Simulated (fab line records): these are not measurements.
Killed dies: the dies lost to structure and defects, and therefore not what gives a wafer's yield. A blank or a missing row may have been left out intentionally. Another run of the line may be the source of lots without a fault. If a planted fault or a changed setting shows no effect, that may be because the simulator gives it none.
Chamber matching | flow n5-finfet | N5_DUMMY_GATE_ETCH_44 on rie-si-04 has 4 sister chambers
The step etches poly-Si in HBr/O2, stops on SiO2, target depth 127.5 nm. 8 wafers are shown with their chamber, then 8 later ones without.

WAFERS PAIRED WITH THEIR CHAMBERS
wafer  | chamber | drypump-motor-current-A (A) | throttle-valve-pct (%)
L076.2 | 3       | 6.4                         | 18.19
L078.4 | 2       | 5.4                         | 18.39
L082.2 | 0       | 6.0                         | 18.55
L082.5 | 1       | 6.0                         | 18.34
L089.1 | 2       | 5.4                         | 18.40
L089.3 | 3       | 6.4                         | 18.19
L089.4 | 1       | 6.0                         | 18.36
L090.2 | 0       | 6.1                         | 18.55

WAFERS WITHOUT THEIR CHAMBER
wafer  | drypump-motor-current-A (A) | throttle-valve-pct (%)
L090.3 | 6.4                         | 18.17
L090.4 | 5.4                         | 18.41
L091.3 | 6.4                         | 18.19
L091.5 | 6.0                         | 18.36
L091.6 | 5.4                         | 18.40
L093.1 | 6.0                         | 18.35
L093.4 | 6.4                         | 18.18
L093.5 | 6.0                         | 18.37

THE CHAMBER EACH PASSED THROUGH
wafer  | from the rows above | in truth
L090.3 | 3                   | 3
L090.4 | 2                   | 2
L091.3 | 3                   | 3
L091.5 | 1                   | 1
L091.6 | 2                   | 2
L093.1 | 1                   | 1
L093.4 | 3                   | 3
L093.5 | 1                   | 1
Correct placement for 8 of the 8. Number that these rows cannot place: 0. Placed wrongly: 0.
How it was worked out, from the rows above alone: a wafer's distance from a chamber is the root of the sum, over the readings, of the square of ((its reading less the chamber's mean) divided by the reading's scatter). If the next closest chamber is less than 2 further off than the closest, the wafer can't be placed; otherwise it belongs to the closest. The mean given for a chamber averages the wafers shown for that chamber. The scatter: the root of (the sum of the squares of (reading less its chamber's mean) over the shown wafers, divided by (wafers less chambers)).
